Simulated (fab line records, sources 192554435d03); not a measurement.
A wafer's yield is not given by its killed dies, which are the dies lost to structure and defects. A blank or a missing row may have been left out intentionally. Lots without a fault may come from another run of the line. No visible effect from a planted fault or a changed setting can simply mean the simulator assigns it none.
Split-lot study || flow n5Finfet || 39 wafers read from 7 lots, route of 1938 steps

== SPLIT DETAILS ==
At N5_FIN_CUT_ETCH_21 (etches SOC in N2/H2, target depth 219 nm, overetch 43.8 nm, time 523.5 s), the setting biasW was moved away from the recipe's 61 W on 12 of the 39 wafers read, by -19.0% to +14.1%. For the rest of the wafers, this setting stayed at what the recipe calls for.

The reading comes from the split's own step.

== THE READING ==
rfVppV, in V, at N5_FIN_CUT_ETCH_21 (etches SOC in N2/H2, target depth 219 nm, overetch 43.8 nm, time 523.5 s). A value of 240.8 V with a standard deviation of 1.1 V is what fault-free wafers of this fab line usually give.

{"wafer": "L074.1", "tool, chamber at the split": "rieDiel-05, 3", "biasW as run, W": 49.38, "against the recipe": "-19.0%", "rfVppV, V": 210.8, "against lot-mates on the recipe": -31.0}
{"wafer": "L074.2", "tool, chamber at the split": "rieDiel-05, 2", "biasW as run, W": 49.38, "against the recipe": "-19.0%", "rfVppV, V": 211.0, "against lot-mates on the recipe": -30.8}
{"wafer": "L074.3", "tool, chamber at the split": "rieDiel-05, 1", "biasW as run, W": 61, "against the recipe": "recipe", "rfVppV, V": 242.9, "against lot-mates on the recipe": "-"}
{"wafer": "L074.4", "tool, chamber at the split": "rieDiel-05, 0", "biasW as run, W": 49.38, "against the recipe": "-19.0%", "rfVppV, V": 209.6, "against lot-mates on the recipe": -32.2}
{"wafer": "L074.5", "tool, chamber at the split": "rieDiel-05, 3", "biasW as run, W": 61, "against the recipe": "recipe", "rfVppV, V": 241.0, "against lot-mates on the recipe": "-"}
{"wafer": "L074.6", "tool, chamber at the split": "rieDiel-05, 0", "biasW as run, W": 61, "against the recipe": "recipe", "rfVppV, V": 241.4, "against lot-mates on the recipe": "-"}
{"wafer": "L079.2", "tool, chamber at the split": "rieDiel-05, 1", "biasW as run, W": 61, "against the recipe": "recipe", "rfVppV, V": 241.3, "against lot-mates on the recipe": "-"}
{"wafer": "L079.4", "tool, chamber at the split": "rieDiel-05, 2", "biasW as run, W": 61, "against the recipe": "recipe", "rfVppV, V": 241.5, "against lot-mates on the recipe": "-"}
{"wafer": "L079.6", "tool, chamber at the split": "rieDiel-05, 0", "biasW as run, W": 61, "against the recipe": "recipe", "rfVppV, V": 240.5, "against lot-mates on the recipe": "-"}
{"wafer": "L084.1", "tool, chamber at the split": "rieDiel-03, 0", "biasW as run, W": 50.67, "against the recipe": "-16.9%", "rfVppV, V": 212.8, "against lot-mates on the recipe": -29.5}
{"wafer": "L084.2", "tool, chamber at the split": "rieDiel-03, 1", "biasW as run, W": 61, "against the recipe": "recipe", "rfVppV, V": 241.3, "against lot-mates on the recipe": "-"}
{"wafer": "L084.3", "tool, chamber at the split": "rieDiel-03, 3", "biasW as run, W": 50.67, "against the recipe": "-16.9%", "rfVppV, V": 214.7, "against lot-mates on the recipe": -27.6}
{"wafer": "L084.4", "tool, chamber at the split": "rieDiel-03, 2", "biasW as run, W": 61, "against the recipe": "recipe", "rfVppV, V": 242.8, "against lot-mates on the recipe": "-"}
{"wafer": "L084.5", "tool, chamber at the split": "rieDiel-03, 2", "biasW as run, W": 61, "against the recipe": "recipe", "rfVppV, V": 242.8, "against lot-mates on the recipe": "-"}
{"wafer": "L084.6", "tool, chamber at the split": "rieDiel-03, 1", "biasW as run, W": 50.67, "against the recipe": "-16.9%", "rfVppV, V": 214.5, "against lot-mates on the recipe": -27.8}
{"wafer": "L087.1", "tool, chamber at the split": "rieDiel-03, 3", "biasW as run, W": 61, "against the recipe": "recipe", "rfVppV, V": 242.3, "against lot-mates on the recipe": "-"}
{"wafer": "L087.2", "tool, chamber at the split": "rieDiel-03, 0", "biasW as run, W": 61, "against the recipe": "recipe", "rfVppV, V": 240.2, "against lot-mates on the recipe": "-"}
{"wafer": "L087.3", "tool, chamber at the split": "rieDiel-03, 1", "biasW as run, W": 61, "against the recipe": "recipe", "rfVppV, V": 242.7, "against lot-mates on the recipe": "-"}
{"wafer": "L087.4", "tool, chamber at the split": "rieDiel-03, 2", "biasW as run, W": 61, "against the recipe": "recipe", "rfVppV, V": 241.3, "against lot-mates on the recipe": "-"}
{"wafer": "L087.5", "tool, chamber at the split": "rieDiel-03, 2", "biasW as run, W": 61, "against the recipe": "recipe", "rfVppV, V": 242.8, "against lot-mates on the recipe": "-"}
{"wafer": "L087.6", "tool, chamber at the split": "rieDiel-03, 3", "biasW as run, W": 61, "against the recipe": "recipe", "rfVppV, V": 241.1, "against lot-mates on the recipe": "-"}
{"wafer": "L089.1", "tool, chamber at the split": "rieDiel-02, 0", "biasW as run, W": 61, "against the recipe": "recipe", "rfVppV, V": 240.7, "against lot-mates on the recipe": "-"}
{"wafer": "L089.2", "tool, chamber at the split": "rieDiel-02, 1", "biasW as run, W": 61, "against the recipe": "recipe", "rfVppV, V": 239.9, "against lot-mates on the recipe": "-"}
{"wafer": "L089.3", "tool, chamber at the split": "rieDiel-02, 2", "biasW as run, W": 61, "against the recipe": "recipe", "rfVppV, V": 241.5, "against lot-mates on the recipe": "-"}
{"wafer": "L089.4", "tool, chamber at the split": "rieDiel-02, 3", "biasW as run, W": 61, "against the recipe": "recipe", "rfVppV, V": 240.9, "against lot-mates on the recipe": "-"}
{"wafer": "L089.5", "tool, chamber at the split": "rieDiel-02, 1", "biasW as run, W": 61, "against the recipe": "recipe", "rfVppV, V": 238.8, "against lot-mates on the recipe": "-"}
{"wafer": "L089.6", "tool, chamber at the split": "rieDiel-02, 0", "biasW as run, W": 61, "against the recipe": "recipe", "rfVppV, V": 240.8, "against lot-mates on the recipe": "-"}
{"wafer": "L096.1", "tool, chamber at the split": "rieDiel-02, 0", "biasW as run, W": 51.91, "against the recipe": "-14.9%", "rfVppV, V": 217.4, "against lot-mates on the recipe": -21.7}
{"wafer": "L096.2", "tool, chamber at the split": "rieDiel-02, 1", "biasW as run, W": 61, "against the recipe": "recipe", "rfVppV, V": 237.7, "against lot-mates on the recipe": "-"}
{"wafer": "L096.3", "tool, chamber at the split": "rieDiel-02, 2", "biasW as run, W": 61, "against the recipe": "recipe", "rfVppV, V": 239.2, "against lot-mates on the recipe": "-"}
{"wafer": "L096.4", "tool, chamber at the split": "rieDiel-02, 3", "biasW as run, W": 51.91, "against the recipe": "-14.9%", "rfVppV, V": 217.0, "against lot-mates on the recipe": -22.1}
{"wafer": "L096.5", "tool, chamber at the split": "rieDiel-02, 0", "biasW as run, W": 61, "against the recipe": "recipe", "rfVppV, V": 240.5, "against lot-mates on the recipe": "-"}
{"wafer": "L096.6", "tool, chamber at the split": "rieDiel-02, 3", "biasW as run, W": 51.91, "against the recipe": "-14.9%", "rfVppV, V": 218.3, "against lot-mates on the recipe": -20.8}
{"wafer": "L097.1", "tool, chamber at the split": "rieDiel-05, 1", "biasW as run, W": 69.58, "against the recipe": "+14.1%", "rfVppV, V": 263.1, "against lot-mates on the recipe": "+22.1"}
{"wafer": "L097.2", "tool, chamber at the split": "rieDiel-05, 0", "biasW as run, W": 69.58, "against the recipe": "+14.1%", "rfVppV, V": 261.4, "against lot-mates on the recipe": "+20.4"}
{"wafer": "L097.3", "tool, chamber at the split": "rieDiel-05, 3", "biasW as run, W": 61, "against the recipe": "recipe", "rfVppV, V": 239.4, "against lot-mates on the recipe": "-"}
{"wafer": "L097.4", "tool, chamber at the split": "rieDiel-05, 2", "biasW as run, W": 69.58, "against the recipe": "+14.1%", "rfVppV, V": 261.4, "against lot-mates on the recipe": "+20.4"}
{"wafer": "L097.5", "tool, chamber at the split": "rieDiel-05, 1", "biasW as run, W": 61, "against the recipe": "recipe", "rfVppV, V": 242.7, "against lot-mates on the recipe": "-"}
{"wafer": "L097.6", "tool, chamber at the split": "rieDiel-05, 2", "biasW as run, W": 61, "against the recipe": "recipe", "rfVppV, V": 240.9, "against lot-mates on the recipe": "-"}

FIT RESULTS
A straight line over all 39 wafers: rfVppV changes by +1.57 V for each +1% of biasW; r = +1.00; the points scatter about the line by 1.2 V.
The same after taking each lot's own level away (the mean of its wafers on the recipe; 39 wafers): +1.58 V for each +1%; r = +1.00; scatter 1.2 V.
According to that fit, moving biasW by its largest amount changes the reading by 30 V.
The lots' own levels span 239.13 to 242.30 V, that is 2.9 times the standard deviation above.
Hence the lot-to-lot level has little effect on the slope; both slopes agree.
Check: -30.1 V against its lot-mates is what the line predicts for one of the wafers moved furthest among these (-19.0%) when that wafer is left out of the fit. It came out at -31 V against them.
Tool readings at the split's step, against how far the setting was moved: rfVppV r = +1.00.

== OTHER SPLITS ON THESE WAFERS ==
Before the reading, these wafers also passed through other splits. Each is held against what the fit with the lots' levels taken away leaves over:
{"other split on the same wafers": "N5_WELL_APT_IMPLANT_14 energyKev", "wafers away from the commonest value": 12, "r with rfVppV (lot level and that fit taken away)": "+0.09"}

== THE FILE'S OWN FIT ==
rfVppV changes by +1.58 V for each +1% of biasW, r = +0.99.
